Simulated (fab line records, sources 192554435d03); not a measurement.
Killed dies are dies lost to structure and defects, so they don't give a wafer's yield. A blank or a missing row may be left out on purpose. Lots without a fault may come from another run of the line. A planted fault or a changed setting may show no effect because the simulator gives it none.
Chamber matching | flow n5_finfet | N5_GATE_CUT_CMP_61 on cmp-04: 4 sister chambers
The step polishes, stops on SiNx, t overpolish 3 s. 4 wafers are shown with their chamber, then 11 later ones without.

WAFERS WITH THEIR CHAMBER
wafer  | chamber | motor_current_A (A)
L081.4 | 1       | 14.2
L087.2 | 2       | 12.2
L087.6 | 3       | 13.3
L088.2 | 0       | 12.4

WAFERS WITHOUT THEIR CHAMBER
wafer  | motor_current_A (A)
L088.5 | 14.8
L088.6 | 11.2
L090.3 | 11.5
L090.5 | 12.4
L090.6 | 13.4
L096.3 | 11.6
L096.4 | 14.4
L096.6 | 12.0
L097.3 | 14.4
L097.4 | 13.2
L097.5 | 12.2

WHICH CHAMBER EACH WENT THROUGH
wafer  | from the rows above               | in truth
L088.5 | can't be placed: 1 or 3           | 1
L088.6 | can't be placed: 2 or 0           | 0
L090.3 | can't be placed: 2 or 0           | 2
L090.5 | can't be placed: 0 or 2 or 3      | 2
L090.6 | can't be placed: 3 or 1 or 0      | 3
L096.3 | can't be placed: 2 or 0           | 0
L096.4 | can't be placed: 1 or 3           | 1
L096.6 | can't be placed: 2 or 0           | 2
L097.3 | can't be placed: 1 or 3           | 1
L097.4 | can't be placed: 3 or 0 or 1 or 2 | 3
L097.5 | can't be placed: 2 or 0           | 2
Placed correctly: 0 of 11. Can't be placed from these rows: 11 (the true chamber is among the candidates in 11). Placed wrongly: 0.
How it was worked out, from the rows above alone: a wafer's distance from a chamber is the root of the sum, over the readings, of the square of ((its reading less the chamber's mean) divided by the reading's scatter). The wafer belongs to the nearest chamber; if the next one is less than 2 further off, it can't be placed. A chamber's mean is the mean of its shown wafers. The scatter: with one shown wafer a chamber, the root of the mean of the squares of how far each hidden wafer lies from its nearest shown one.
